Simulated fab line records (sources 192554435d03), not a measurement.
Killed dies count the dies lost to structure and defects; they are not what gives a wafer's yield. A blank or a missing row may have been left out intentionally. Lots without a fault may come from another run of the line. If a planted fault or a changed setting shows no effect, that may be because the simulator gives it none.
fab line records | flow n5_finfet
[record] lots = 7 | wafers = 39
route steps=1938 shown WELL_APT@31 SD_EPI_N@269 HKMG_FIN@429 MOL_CONTACT_COAG@581 BEOL_M2@884 BEOL_M3@994 BEOL_M4@1096 BEOL_M6@1212 BEOL_M10@1470 BEOL_M12@1616 BEOL_M14@1716 MIM_BOT_ETCH@1866 PASSIVATION@1936
start_h: hours from the record's first day to the start of the lot's first wafer shown | wait_h: hours since the lot's step before | " same as the row above | L1.1+2: a single row standing in for several wafers | - no value, or no start was given | * or withheld: withheld | < > ~ a bound
route shown NAME@n: a module of which the file shows steps, and the number in the route of the first | usual: mean and standard deviation over wafers with no fault | same: alike in all rows | chamber/n: place in a boat | sites: readings site by site | _std_site: standard deviation across them | _edge_site: inner sites' mean taken away from outer sites' mean | radius_mm: how far each site lies from the wafer's centre | mask NAME#n: copy n | behind: the tool/chamber that last shaped the wafer | hold: what put the lot on hold/how long, in hours/how the hold closed | device: the n, p or np transistor that did not switch | end of line: the same wafers' tests at the end of the route | for a step that has no rows: nothing shown but its recipe | killed: at the first sort, the dies lost to defects and structure; wafer yield is something else | map: per-die view of a wafer (x killed, . not killed, _ where there is no die)
set.NAME: the setting as run; set.NAME@STEP: as run at that earlier step | model.NAME: the simulator's own value behind a step, which no gauge read
lots run with intentionally changed settings; tables by step, rows by wafer
[[steps]]
[step N5_WELL_APT_DESCUM_13]
[recipe] chemistry = O2 | time_s = 7.9 | source_power_w = 50 | bias_power_w = 20 | pressure_mtorr = 20 | rf_frequency_hz = 2.712e+07 | temp_c = 40 | o2_flow_sccm = 225
[step N5_SD_EPI_N_DEVELOP_08]
[recipe] develop_time_s = 30 | developer = TMAH | resist = CAR-ArF-block | dev_temp_c = 23 | rinse_liquid = diw | dry = air_spin
[step N5_HKMG_FIN_DEVELOP_11]
[recipe] develop_time_s = 30 | developer = TMAH | resist = CAR-ArF | dev_temp_c = 23 | rinse_liquid = diw | dry = air_spin
[step N5_MOL_CONTACT_COAG_ETCH_91]
[recipe] chemistry = N2/H2 | target = SOC | target_depth_a = 600 | overetch_a = 210 | mask_material = SiARC | temp_c = 40 | time_s = 101.2 | ion_energy_ev = 200 | pressure_mtorr = 30 | source_w = 840 | bias_w = 150 | n2_flow_sccm = 200 | h2_flow_sccm = 200
[step N5_BEOL_M2_ETCH_70]
[recipe] chemistry = N2/H2 | target = SOC | target_depth_a = 800 | overetch_a = 240 | mask_material = SiARC | temp_c = 40 | time_s = 130 | ion_energy_ev = 200 | pressure_mtorr = 30 | source_w = 840 | bias_w = 150 | n2_flow_sccm = 200 | h2_flow_sccm = 200
[step N5_BEOL_M3_SPUTTER_48]
[recipe] material = Cu | target_thk_a = 45 | temp_c = -20 | chamber_pressure_pa = 0.07 | power_w = withheld | time_s = 8.29
[step N5_BEOL_M4_SPUTTER_92]
[step N5_BEOL_M6_ETCH_62]
[recipe] chemistry = N2/H2 | target = SOC | target_depth_a = 1100 | overetch_a = 220 | mask_material = SiARC | temp_c = 40 | time_s = 165 | ion_energy_ev = 200 | pressure_mtorr = 30 | source_w = 840 | bias_w = 150 | n2_flow_sccm = 200 | h2_flow_sccm = 200
[step N5_BEOL_M10_ILD_DEP_00]
[recipe] material = SiCOH_lowk | target_thk_a = 3085.1 | temp_c = 300 | precursor = DEMS/porogen | pressure_torr = 5 | rf_w = 500 | time_s = 58
[step N5_BEOL_M12_ETCH_59]
[recipe] chemistry = N2/H2 | target = BARC | target_depth_a = 890 | overetch_a = 267 | time_s = 67.9 | ion_energy_ev = 200 | pressure_mtorr = 30 | source_w = 840 | bias_w = 150 | n2_flow_sccm = 200 | h2_flow_sccm = 200
[step N5_BEOL_M14_ILD_DEP_00]
[recipe] material = SiO2 | target_thk_a = 11193 | temp_c = 400 | precursor = TEOS/O2 | pressure_torr = 6.5 | rf_w = 900 | teos_flow_sccm = 161.4 | gas = O2 | flow_sccm = 2650 | time_s = 237.4
[step N5_MIM_BOT_ETCH_ETCH_04]
[recipe] chemistry = CF4/O2 | target = SiNx | target_depth_a = 260 | time_s = 13 | ion_energy_ev = 100 | pressure_mtorr = 40 | source_w = 535 | bias_w = 49 | Ar_flow_sccm = 100 | cf4_flow_sccm = 100 | O2_flow_sccm = 10
[step N5_PASSIVATION_PROBE_49]
[usual] killed_at_contacts = 15/7.1 | killed_dies = 104/19 | sort_bin_5_function = 5.2/0.99 | sort_n_pass = 1076/19
lot.wafer | tool      | chamber | start_h | wait_h | set.time_s@WELL_APT_DESCUM_13 | set.develop_time_s@SD_EPI_N_DEVELOP_08 | set.develop_time_s@HKMG_FIN_DEVELOP_11 | set.time_s@MOL_CONTACT_COAG_ETCH_91 | set.time_s@BEOL_M2_ETCH_70 | set.target_thk_a@BEOL_M3_SPUTTER_48 | set.target_thk_a@BEOL_M4_SPUTTER_92 | set.time_s@BEOL_M6_ETCH_62 | set.target_thk_a@BEOL_M10_ILD_DEP_00 | set.target_depth_a@BEOL_M12_ETCH_59 | set.target_thk_a@BEOL_M14_ILD_DEP_00 | set.time_s@MIM_BOT_ETCH_ETCH_04 | killed_at_contacts | killed_dies | sort_bin_5_function[%] | sort_n_pass
L075.1    | prober-02 | -       | 279.51  | 0.0    | 7.9                           | 30                                     | 30                                     | 101.2                               | 130                        | 45                                  | 45                                  | 165                        | 3085.1                               | 890                                 | 11193                                | 13                              | 31                 | 118         | 7.0                    | 1062
L075.2    | prober-02 | -       | 279.56  | 0.1    | 7.9                           | 30                                     | 30                                     | 101.2                               | 130                        | 45                                  | 45                                  | 165                        | 3085.1                               | 890                                 | 11193                                | 13                              | 34                 | 97          | 3.5                    | 1083
L075.4    | prober-02 | -       | 279.66  | 0.2    | 7.9                           | 30                                     | 30                                     | 101.2                               | 130                        | 45                                  | 45                                  | 165                        | 3085.1                               | 890                                 | 11193                                | 13                              | 19                 | 125         | 6.8                    | 1055
L080.1    | prober-02 | -       | 309.11  | 0.0    | 12.09                         | 30                                     | 37.3                                   | 101.2                               | 130                        | 45                                  | 22.96                               | 165                        | 3085.1                               | 1235                                | 15180                                | 13                              | 6                  | 98          | 4.7                    | 1082
L080.2    | prober-02 | -       | 309.16  | 0.1    | 7.9                           | 30                                     | 37.3                                   | 62.19                               | 130                        | 45                                  | 45                                  | 165                        | 3085.1                               | 890                                 | 11193                                | 13                              | 1101               | 1180        | 96.6                   | 0
L080.3    | prober-02 | -       | 309.21  | 0.1    | 7.9                           | 18.03                                  | 37.3                                   | 101.2                               | 154.3                      | 45                                  | 22.96                               | 165                        | 3085.1                               | 890                                 | 11193                                | 15.83                           | 8                  | 84          | 4.4                    | 1096
L080.4    | prober-02 | -       | 309.26  | 0.2    | 12.09                         | 30                                     | 30                                     | 62.19                               | 154.3                      | 45                                  | 22.96                               | 165                        | 3085.1                               | 1235                                | 15180                                | 13                              | 1129               | 1180        | 98.1                   | 0
L080.5    | prober-02 | -       | 309.31  | 0.2    | 12.09                         | 18.03                                  | 30                                     | 101.2                               | 130                        | 45                                  | 45                                  | 165                        | 3085.1                               | 1235                                | 11193                                | 15.83                           | 0                  | 77          | 3.5                    | 1103
L080.6    | prober-02 | -       | 309.36  | 0.3    | 7.9                           | 18.03                                  | 30                                     | 62.19                               | 154.3                      | 45                                  | 45                                  | 165                        | 3085.1                               | 890                                 | 15180                                | 15.83                           | 1087               | 1180        | 96.4                   | 0
L087.1    | prober-01 | -       | 347.68  | 0.0    | 7.9                           | 30                                     | 25.37                                  | 101.2                               | 130                        | 59.19                               | 45                                  | 165                        | 3085.1                               | 713.8                               | 4802                                 | 9.215                           | 12                 | 1180        | 4.3                    | 0
L087.2    | prober-01 | -       | 347.73  | 0.1    | 4.524                         | 25.17                                  | 30                                     | 101.2                               | 130                        | 45                                  | 45                                  | 165                        | 3085.1                               | 890                                 | 11193                                | 13                              | 9                  | 80          | 4.2                    | 1100
L087.3    | prober-01 | -       | 347.78  | 0.1    | 4.524                         | 25.17                                  | 25.37                                  | 101.2                               | 67.44                      | 59.19                               | 45                                  | 165                        | 3085.1                               | 713.8                               | 11193                                | 9.215                           | 10                 | 654         | 53.2                   | 526
L087.4    | prober-01 | -       | 347.83  | 0.2    | 4.524                         | 30                                     | 30                                     | 101.2                               | 130                        | 59.19                               | 45                                  | 89.84                      | 3085.1                               | 890                                 | 4802                                 | 13                              | 16                 | 1180        | 97.5                   | 0
L087.5    | prober-01 | -       | 347.88  | 0.2    | 7.9                           | 30                                     | 25.37                                  | 101.2                               | 67.44                      | 45                                  | 45                                  | 89.84                      | 3085.1                               | 713.8                               | 4802                                 | 13                              | 11                 | 1180        | 96.0                   | 0
L087.6    | prober-01 | -       | 347.93  | 0.3    | 7.9                           | 25.17                                  | 30                                     | 101.2                               | 67.44                      | 45                                  | 45                                  | 89.84                      | 3085.1                               | 890                                 | 11193                                | 9.215                           | 14                 | 1180        | 97.4                   | 0
L090.1    | prober-02 | -       | 370.29  | 0.7    | 7.9                           | 30                                     | 12.31                                  | 146.2                               | 130                        | 45                                  | 45                                  | 123.8                      | 3085.1                               | 890                                 | 11193                                | 19.36                           | 5                  | 466         | 36.3                   | 714
L090.2    | prober-02 | -       | 370.34  | 0.8    | 7.9                           | 30                                     | 30                                     | 101.2                               | 130                        | 33.04                               | 45                                  | 165                        | 4147                                 | 1095                                | 11193                                | 13                              | 19                 | 1180        | 95.3                   | 0
L090.3    | prober-02 | -       | 370.39  | 0.8    | 7.9                           | 34.91                                  | 30                                     | 146.2                               | 130                        | 33.04                               | 45                                  | 165                        | 3085.1                               | 1095                                | 11193                                | 19.36                           | 8                  | 120         | 5.8                    | 1060
L090.4    | prober-02 | -       | 370.44  | 0.9    | 7.9                           | 30                                     | 12.31                                  | 101.2                               | 130                        | 33.04                               | 35.82                               | 123.8                      | 4147                                 | 890                                 | 11193                                | 13                              | 10                 | 1180        | 96.7                   | 0
L090.5    | prober-02 | -       | 370.49  | 0.9    | 7.9                           | 34.91                                  | 30                                     | 101.2                               | 130                        | 45                                  | 35.82                               | 123.8                      | 4147                                 | 1095                                | 11193                                | 19.36                           | 12                 | 1180        | 98.0                   | 0
L090.6    | prober-02 | -       | 370.54  | 1.0    | 7.9                           | 34.91                                  | 12.31                                  | 146.2                               | 130                        | 45                                  | 35.82                               | 165                        | 3085.1                               | 890                                 | 11193                                | 13                              | 6                  | 100         | 5.4                    | 1080
L088.1    | prober-02 | -       | 375.12  | 0.0    | 7.9                           | 23.79                                  | 30                                     | 101.2                               | 130                        | 45                                  | 26.42                               | 165                        | 3085.1                               | 1273                                | 7842                                 | 13                              | 14                 | 140         | 8.1                    | 1040
L088.2    | prober-02 | -       | 375.17  | 0.1    | 5.994                         | 30                                     | 30                                     | 63.69                               | 205.4                      | 63.02                               | 26.42                               | 165                        | 3085.1                               | 890                                 | 7842                                 | 6.744                           | 1099               | 1180        | 96.7                   | 0
L088.3    | prober-02 | -       | 375.22  | 0.1    | 7.9                           | 30                                     | 25.33                                  | 101.2                               | 130                        | 63.02                               | 26.42                               | 165                        | 3085.1                               | 890                                 | 11193                                | 13                              | 9                  | 130         | 6.4                    | 1050
L088.4    | prober-02 | -       | 375.27  | 0.2    | 7.9                           | 23.79                                  | 25.33                                  | 63.69                               | 130                        | 45                                  | 45                                  | 165                        | 3085.1                               | 890                                 | 11193                                | 6.744                           | 1096               | 1180        | 97.1                   | 0
L088.5    | prober-02 | -       | 375.32  | 0.2    | 5.994                         | 30                                     | 25.33                                  | 63.69                               | 205.4                      | 63.02                               | 45                                  | 165                        | 3085.1                               | 1273                                | 7842                                 | 13                              | 1069               | 1180        | 95.4                   | 0
L088.6    | prober-02 | -       | 375.37  | 0.3    | 5.994                         | 23.79                                  | 30                                     | 101.2                               | 205.4                      | 45                                  | 45                                  | 165                        | 3085.1                               | 1273                                | 11193                                | 6.744                           | 13                 | 863         | 70.3                   | 317
L089.1    | prober-02 | -       | 378.32  | 0.0    | 11.34                         | 16.03                                  | 30                                     | 64.89                               | 130                        | 63.96                               | 45                                  | 165                        | 3085.1                               | 601.4                               | 15050                                | 13                              | 1080               | 1180        | 95.1                   | 0
L089.2    | prober-02 | -       | 378.37  | 0.1    | 11.34                         | 16.03                                  | 16.38                                  | 101.2                               | 130                        | 45                                  | 54.69                               | 165                        | 3922                                 | 890                                 | 11193                                | 13                              | 8                  | 96          | 4.8                    | 1084
L089.3    | prober-02 | -       | 378.42  | 0.1    | 7.9                           | 16.03                                  | 30                                     | 101.2                               | 130                        | 45                                  | 45                                  | 66.79                      | 3922                                 | 890                                 | 15050                                | 13                              | 23                 | 1180        | 96.3                   | 0
L089.4    | prober-02 | -       | 378.47  | 0.2    | 7.9                           | 30                                     | 16.38                                  | 101.2                               | 130                        | 63.96                               | 45                                  | 165                        | 3085.1                               | 890                                 | 11193                                | 13                              | 14                 | 110         | 5.7                    | 1070
L089.5    | prober-02 | -       | 378.52  | 0.2    | 7.9                           | 30                                     | 16.38                                  | 64.89                               | 130                        | 63.96                               | 54.69                               | 66.79                      | 3922                                 | 601.4                               | 15050                                | 13                              | 1094               | 1180        | 95.8                   | 0
L089.6    | prober-02 | -       | 378.57  | 0.3    | 11.34                         | 30                                     | 30                                     | 64.89                               | 130                        | 45                                  | 54.69                               | 66.79                      | 3085.1                               | 601.4                               | 11193                                | 13                              | 1110               | 1180        | 96.6                   | 0
L093.1    | prober-02 | -       | 387.40  | 0.0    | 7.9                           | 36.5                                   | 37.97                                  | 101.2                               | 130                        | 45                                  | 28.9                                | 235.5                      | 3085.1                               | 1306                                | 11193                                | 13                              | 7                  | 103         | 4.6                    | 1077
L093.2    | prober-02 | -       | 387.45  | 0.1    | 12.54                         | 36.5                                   | 30                                     | 101.2                               | 180.6                      | 45                                  | 45                                  | 235.5                      | 3085.1                               | 890                                 | 11193                                | 13                              | 11                 | 101         | 4.7                    | 1079
L093.3    | prober-02 | -       | 387.50  | 0.1    | 7.9                           | 30                                     | 37.97                                  | 101.2                               | 180.6                      | 45                                  | 28.9                                | 165                        | 3085.1                               | 1306                                | 11193                                | 13                              | 14                 | 83          | 4.4                    | 1097
L093.4    | prober-02 | -       | 387.55  | 0.2    | 12.54                         | 30                                     | 37.97                                  | 101.2                               | 130                        | 45                                  | 45                                  | 235.5                      | 3085.1                               | 1306                                | 11193                                | 13                              | 10                 | 91          | 4.1                    | 1089
L093.5    | prober-02 | -       | 387.60  | 0.2    | 7.9                           | 36.5                                   | 30                                     | 101.2                               | 130                        | 45                                  | 28.9                                | 165                        | 3085.1                               | 890                                 | 11193                                | 13                              | 12                 | 119         | 5.9                    | 1061
L093.6    | prober-02 | -       | 387.65  | 0.3    | 12.54                         | 30                                     | 30                                     | 101.2                               | 180.6                      | 45                                  | 45                                  | 165                        | 3085.1                               | 890                                 | 11193                                | 13                              | 8                  | 113         | 6.0                    | 1067
// killed by level:class
L075.1 MOL_CONTACT_COAG:geometric_particle:open=28 STI_FIN_REVEAL:geometric_particle:open=12 GATE_CUT:geometric_particle:short=7 BEOL_M4:geometric_particle:open=6 ILD0:geometric_particle:short=5 FIN_SAQP:geometric_particle:open=4 DUMMY_GATE:geometric_particle:short=4 GATE_CUT:geometric_particle:open=4
L075.2 MOL_CONTACT_COAG:geometric_particle:open=31 BEOL_M1:geometric_particle:open=6 BEOL_M4:geometric_particle:open=6 STI_FIN_REVEAL:geometric_particle:open=4 BEOL_M1:geometric_particle:short=4 BEOL_M3:geometric_particle:short=4 BEOL_M3:geometric_particle:open=4 STARTING-WAFER:geometric_particle:short=4
L075.4 FIN_SAQP:geometric_particle:short=13 MOL_CONTACT_COAG:geometric_particle:open=13 FIN_SAQP:geometric_particle:open=11 STI_FIN_REVEAL:geometric_particle:open=11 GATE_CUT:geometric_particle:short=11 BEOL_M0_SAQP:geometric_particle:short=10 BEOL_M3:geometric_particle:open=7 DUMMY_GATE:geometric_particle:open=6
L080.1 BEOL_M0_SAQP:geometric_particle:open=13 BEOL_M1:geometric_particle:open=12 BEOL_M0_SAQP:geometric_particle:short=10 FIN_SAQP:geometric_particle:open=5 BEOL_M1:geometric_particle:short=5 BEOL_M4:geometric_particle:open=5 BEOL_M8:geometric_particle:open=5 BEOL_M3:geometric_particle:open=4
L080.2 MOL_CONTACT_COAG:area_etch=1098 BEOL_M1:geometric_particle:open=10 STI_FIN_REVEAL:geometric_particle:open=8 GATE_CUT:geometric_particle:open=7 FIN_SAQP:geometric_particle:short=6 GATE_CUT:geometric_particle:short=6 BEOL_M4:geometric_particle:open=6 BEOL_M0_SAQP:geometric_particle:short=4
L080.3 FIN_SAQP:geometric_particle:open=9 BEOL_M3:geometric_particle:open=9 BEOL_M2:geometric_particle:open=8 GATE_CUT:geometric_particle:open=7 MOL_CONTACT_COAG:geometric_particle:open=6 BEOL_M4:geometric_particle:open=6 GATE_CUT:geometric_particle:short=3 PAD_METAL:geometric_particle:short=3
L080.4 MOL_CONTACT_COAG:area_etch=1124 GATE_CUT:geometric_particle:short=6 BEOL_M3:geometric_particle:open=5 FIN_SAQP:geometric_particle:open=4 GATE_CUT:geometric_particle:open=4 MOL_CONTACT_COAG:geometric_particle:open=4 BEOL_M0:geometric_particle:open=4 BEOL_M0_SAQP:geometric_particle:open=3
L080.5 BEOL_M1:geometric_particle:open=9 BEOL_M3:geometric_particle:open=9 FIN_SAQP:geometric_particle:open=7 SPACER0:geometric_particle:open=5 BEOL_M2:geometric_particle:open=5 BEOL_M2:geometric_particle:short=5 SPACER0:geometric_particle:short=4 GATE_CUT:geometric_particle:short=4
L080.6 MOL_CONTACT_COAG:area_etch=1080 BEOL_M0_SAQP:geometric_particle:open=14 FIN_SAQP:geometric_particle:open=10 BEOL_M3:geometric_particle:open=9 BEOL_M0_SAQP:geometric_particle:short=8 GATE_CUT:geometric_particle:short=5 MOL_CONTACT_COAG:geometric_particle:open=5 STI_FIN_REVEAL:geometric_particle:open=4
L087.1 BEOL_M14:area_dep=1085 MOL_CONTACT_COAG:geometric_particle:open=10 STI_FIN_REVEAL:geometric_particle:open=9 GATE_CUT:geometric_particle:short=6 BEOL_M4:geometric_particle:open=6 FIN_SAQP:geometric_particle:open=5 ILD0:geometric_particle:short=5 DUMMY_GATE:geometric_particle:open=5
L087.2 MOL_CONTACT_COAG:geometric_particle:open=6 BEOL_M4:geometric_particle:short=6 STARTING-WAFER:geometric_particle:short=6 GATE_CUT:geometric_particle:short=5 BEOL_M2:geometric_particle:open=5 ILD0:geometric_particle:short=4 BEOL_M4:geometric_particle:open=4 FIN_SAQP:geometric_particle:short=3
L087.3 BEOL_M2:area_etch=576 STI_FIN_REVEAL:geometric_particle:open=8 MOL_CONTACT_COAG:geometric_particle:open=8 BEOL_M2:geometric_particle:open=8 STI_FIN_REVEAL:geometric_particle:short=5 FIN_SAQP:geometric_particle:open=4 BEOL_M0_SAQP:geometric_particle:open=4 BEOL_M1:geometric_particle:open=4
L087.4 BEOL_M6:area_etch=1098 MOL_CONTACT_COAG:geometric_particle:open=14 STI_FIN_REVEAL:geometric_particle:open=13 BEOL_M1:geometric_particle:open=7 BEOL_M4:geometric_particle:open=6 BEOL_M0_SAQP:geometric_particle:open=4 BEOL_M0_SAQP:geometric_particle:short=4 BEOL_M2:geometric_particle:open=4
L087.5 BEOL_M2:area_etch=532 BEOL_M6:area_etch=531 FIN_SAQP:geometric_particle:short=15 STI_FIN_REVEAL:geometric_particle:open=13 MOL_CONTACT_COAG:geometric_particle:open=10 FIN_SAQP:geometric_particle:open=8 BEOL_M4:geometric_particle:open=8 BEOL_M2:geometric_particle:open=7
L087.6 BEOL_M2:area_etch=979 BEOL_M6:area_etch=114 FIN_SAQP:geometric_particle:open=13 MOL_CONTACT_COAG:geometric_particle:open=12 FIN_SAQP:geometric_particle:short=8 GATE_CUT:geometric_particle:short=6 DUMMY_GATE:geometric_particle:open=5 BEOL_M2:geometric_particle:open=5
L090.1 BEOL_M6:area_etch=369 STI_FIN_REVEAL:geometric_particle:open=13 BEOL_M0_SAQP:geometric_particle:open=9 BEOL_M0_SAQP:geometric_particle:short=9 BEOL_M4:geometric_particle:open=9 DUMMY_GATE:geometric_particle:open=6 DUMMY_GATE:geometric_particle:short=5 BEOL_M2:geometric_particle:short=5
L090.2 BEOL_M10:area_etch=1062 MOL_CONTACT_COAG:geometric_particle:open=17 BEOL_M4:geometric_particle:open=13 FIN_SAQP:geometric_particle:open=11 FIN_SAQP:geometric_particle:short=11 DUMMY_GATE:geometric_particle:open=7 BEOL_M0_SAQP:geometric_particle:open=7 STI_FIN_REVEAL:geometric_particle:open=6
L090.3 BEOL_M4:geometric_particle:open=12 BEOL_M2:geometric_particle:short=10 BEOL_M0:geometric_particle:open=9 BEOL_M0_SAQP:geometric_particle:short=9 DUMMY_GATE:geometric_particle:open=8 BEOL_M2:geometric_particle:open=8 MOL_CONTACT_COAG:geometric_particle:open=7 BEOL_M0_SAQP:geometric_particle:open=7
L090.4 BEOL_M10:area_etch=1028 BEOL_M6:area_etch=62 FIN_SAQP:geometric_particle:open=12 BEOL_M4:geometric_particle:open=10 MOL_CONTACT_COAG:geometric_particle:open=8 BEOL_M2:geometric_particle:open=7 BEOL_M2:geometric_particle:short=7 STI_FIN_REVEAL:geometric_particle:open=5
L090.5 BEOL_M6:area_etch=596 BEOL_M10:area_etch=504 MOL_CONTACT_COAG:geometric_particle:open=12 FIN_SAQP:geometric_particle:open=10 DUMMY_GATE:geometric_particle:open=8 BEOL_M1:geometric_particle:open=6 BEOL_M4:geometric_particle:open=5 GATE_CUT:geometric_particle:short=4
L090.6 BEOL_M4:geometric_particle:open=18 BEOL_M2:geometric_particle:open=9 FIN_SAQP:geometric_particle:open=7 BEOL_M3:geometric_particle:open=7 FIN_SAQP:geometric_particle:short=6 BEOL_M4:geometric_particle:short=5 STI_FIN_REVEAL:geometric_particle:open=4 DUMMY_GATE:geometric_particle:open=4
L088.1 STI_FIN_REVEAL:geometric_particle:open=16 FIN_SAQP:geometric_particle:open=11 MOL_CONTACT_COAG:geometric_particle:open=11 BEOL_M3:geometric_particle:open=8 BEOL_M0_SAQP:geometric_particle:short=8 BEOL_M0_SAQP:geometric_particle:open=7 FIN_SAQP:geometric_particle:short=6 BEOL_M2:geometric_particle:open=6
L088.2 MOL_CONTACT_COAG:area_etch=1076 MOL_CONTACT_COAG:geometric_particle:open=20 FIN_SAQP:geometric_particle:open=8 BEOL_M3:geometric_particle:open=8 GATE_CUT:geometric_particle:short=7 BEOL_M2:geometric_particle:open=7 FIN_SAQP:geometric_particle:short=6 BEOL_M0_SAQP:geometric_particle:open=6
L088.3 FIN_SAQP:geometric_particle:open=24 STI_FIN_REVEAL:geometric_particle:open=20 FIN_SAQP:geometric_particle:short=15 STI_FIN_REVEAL:geometric_particle:short=9 MOL_CONTACT_COAG:geometric_particle:open=7 BEOL_M0_SAQP:geometric_particle:open=6 BEOL_M4:geometric_particle:open=5 BEOL_M2:geometric_particle:open=4
L088.4 MOL_CONTACT_COAG:area_etch=1083 MOL_CONTACT_COAG:geometric_particle:open=11 BEOL_M4:geometric_particle:open=9 FIN_SAQP:geometric_particle:open=7 GATE_CUT:geometric_particle:short=7 BEOL_M1:geometric_particle:open=6 GATE_CUT:geometric_particle:open=6 STI_FIN_REVEAL:geometric_particle:open=5
L088.5 MOL_CONTACT_COAG:area_etch=1061 STI_FIN_REVEAL:geometric_particle:open=15 FIN_SAQP:geometric_particle:short=14 FIN_SAQP:geometric_particle:open=10 BEOL_M0_SAQP:geometric_particle:short=9 BEOL_M1:geometric_particle:open=7 MOL_CONTACT_COAG:geometric_particle:open=6 STARTING-WAFER:geometric_particle:open=4
L088.6 MIM_BOT_ETCH:area_etch=763 MOL_CONTACT_COAG:geometric_particle:open=11 FIN_SAQP:geometric_particle:open=10 BEOL_M0_SAQP:geometric_particle:open=10 FIN_SAQP:geometric_particle:short=8 STI_FIN_REVEAL:geometric_particle:open=8 BEOL_M3:geometric_particle:open=7 BEOL_M0_SAQP:geometric_particle:short=6
L089.1 MOL_CONTACT_COAG:area_etch=1061 MOL_CONTACT_COAG:geometric_particle:open=16 BEOL_M1:geometric_particle:open=13 BEOL_M0_SAQP:geometric_particle:short=11 FIN_SAQP:geometric_particle:open=8 GATE_CUT:geometric_particle:short=8 BEOL_M0_SAQP:geometric_particle:open=8 BEOL_M3:geometric_particle:open=8
L089.2 BEOL_M3:geometric_particle:open=14 BEOL_M0_SAQP:geometric_particle:short=11 BEOL_M0_SAQP:geometric_particle:open=11 BEOL_M3:geometric_particle:short=8 FIN_SAQP:geometric_particle:open=6 BEOL_M2:geometric_particle:open=6 MOL_CONTACT_COAG:geometric_particle:open=5 BEOL_M4:geometric_particle:open=5
L089.3 BEOL_M6:area_etch=1078 MOL_CONTACT_COAG:geometric_particle:open=18 BEOL_M3:geometric_particle:open=10 STI_FIN_REVEAL:geometric_particle:open=9 BEOL_M2:geometric_particle:open=8 BEOL_M0_SAQP:geometric_particle:short=7 GATE_CUT:geometric_particle:short=6 MOL_CONTACT_COAG:geometric_particle:short=5
L089.4 MOL_CONTACT_COAG:geometric_particle:open=12 FIN_SAQP:geometric_particle:open=10 DUMMY_GATE:geometric_particle:open=7 BEOL_M0_SAQP:geometric_particle:short=7 BEOL_M3:geometric_particle:open=7 FIN_SAQP:geometric_particle:short=6 BEOL_M0_SAQP:geometric_particle:open=6 GATE_CUT:geometric_particle:short=5
L089.5 MOL_CONTACT_COAG:area_etch=1056 MOL_CONTACT_COAG:geometric_particle:open=29 BEOL_M0_SAQP:geometric_particle:short=14 BEOL_M3:geometric_particle:open=12 MOL_CONTACT_COAG:geometric_particle:short=9 FIN_SAQP:geometric_particle:open=8 BEOL_M2:geometric_particle:open=7 BEOL_M0_SAQP:geometric_particle:open=6
L089.6 MOL_CONTACT_COAG:area_etch=1084 MOL_CONTACT_COAG:geometric_particle:open=20 BEOL_M3:geometric_particle:open=13 STI_FIN_REVEAL:geometric_particle:open=11 BEOL_M0_SAQP:geometric_particle:short=8 BEOL_M0_SAQP:geometric_particle:open=7 MOL_CONTACT_COAG:geometric_particle:short=6 FIN_SAQP:geometric_particle:open=5
L093.1 STI_FIN_REVEAL:geometric_particle:open=15 FIN_SAQP:geometric_particle:short=11 FIN_SAQP:geometric_particle:open=7 BEOL_M1:geometric_particle:open=6 BEOL_M2:geometric_particle:open=6 BEOL_M0_SAQP:geometric_particle:open=5 MOL_CONTACT_COAG:geometric_particle:open=4 BEOL_M0_SAQP:geometric_particle:short=4
L093.2 MOL_CONTACT_COAG:geometric_particle:open=9 FIN_SAQP:geometric_particle:short=8 STI_FIN_REVEAL:geometric_particle:open=8 BEOL_M1:geometric_particle:open=7 DUMMY_GATE:geometric_particle:open=6 BEOL_M0_SAQP:geometric_particle:open=6 FIN_SAQP:geometric_particle:open=5 BEOL_M0_SAQP:geometric_particle:short=5
L093.3 MOL_CONTACT_COAG:geometric_particle:open=10 STI_FIN_REVEAL:geometric_particle:open=6 BEOL_M0_SAQP:geometric_particle:open=6 FIN_SAQP:geometric_particle:open=5 DUMMY_GATE:geometric_particle:open=5 BEOL_M1:geometric_particle:open=5 BEOL_M5:geometric_particle:short=4 GATE_CUT:geometric_particle:short=4
L093.4 STI_FIN_REVEAL:geometric_particle:open=8 MOL_CONTACT_COAG:geometric_particle:open=8 BEOL_M0_SAQP:geometric_particle:short=7 FIN_SAQP:geometric_particle:short=6 BEOL_M5:geometric_particle:open=6 DUMMY_GATE:geometric_particle:open=5 HKMG_FIN:area_etch=5 GATE_CUT:geometric_particle:short=4
L093.5 BEOL_M0_SAQP:geometric_particle:short=23 STI_FIN_REVEAL:geometric_particle:open=14 DUMMY_GATE:geometric_particle:open=11 MOL_CONTACT_COAG:geometric_particle:open=9 FIN_SAQP:geometric_particle:short=8 BEOL_M2:geometric_particle:open=8 BEOL_M0_SAQP:geometric_particle:open=7 BEOL_M1:geometric_particle:open=5
L093.6 STI_FIN_REVEAL:geometric_particle:open=25 BEOL_M0_SAQP:geometric_particle:open=9 MOL_CONTACT_COAG:geometric_particle:open=8 BEOL_M0_SAQP:geometric_particle:short=7 FIN_SAQP:geometric_particle:open=6 FIN_SAQP:geometric_particle:short=6 BEOL_M4:geometric_particle:open=6 BEOL_M1:geometric_particle:open=6
[[key]]
[split] step = N5_WELL_APT_DESCUM_13 | setting = time_s | stated_as = 7.9
response none clear
[split] step = N5_SD_EPI_N_DEVELOP_08 | setting = develop_time_s | stated_as = 30
response none clear
[split] step = N5_HKMG_FIN_DEVELOP_11 | setting = develop_time_s | stated_as = 30
response none clear
[split] step = N5_MOL_CONTACT_COAG_ETCH_91 | setting = time_s | stated_as = 101.2
[response] step = N5_PASSIVATION_PROBE_49 | reading = killed_at_contacts | slope = -22.5 | per = 1% | together_with = all | explained = 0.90
[response] step = N5_PASSIVATION_PROBE_49 | reading = sort_bin_5_function | slope = -1.77 | per = 1% | together_with = all | explained = 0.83
[response] step = N5_PASSIVATION_PROBE_49 | reading = killed_dies | slope = -19.2 | per = 1% | together_with = all | explained = 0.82
[response] step = N5_PASSIVATION_PROBE_49 | reading = sort_n_pass | slope = +19.2 | per = 1% | together_with = all | explained = 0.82
[split] step = N5_BEOL_M2_ETCH_70 | setting = time_s | stated_as = 130
response none clear
[split] step = N5_BEOL_M3_SPUTTER_48 | setting = target_thk_a | stated_as = 45
response none clear
[split] step = N5_BEOL_M4_SPUTTER_92 | setting = target_thk_a | stated_as = 45
response none clear
[split] step = N5_BEOL_M6_ETCH_62 | setting = time_s | stated_as = 165
response none clear
[split] step = N5_BEOL_M10_ILD_DEP_00 | setting = target_thk_a | stated_as = 3085.1
response none clear
[split] step = N5_BEOL_M12_ETCH_59 | setting = target_depth_a | stated_as = 890
response none clear
[split] step = N5_BEOL_M14_ILD_DEP_00 | setting = target_thk_a | stated_as = 11193
response none clear
[split] step = N5_MIM_BOT_ETCH_ETCH_04 | setting = time_s | stated_as = 13
response none clear
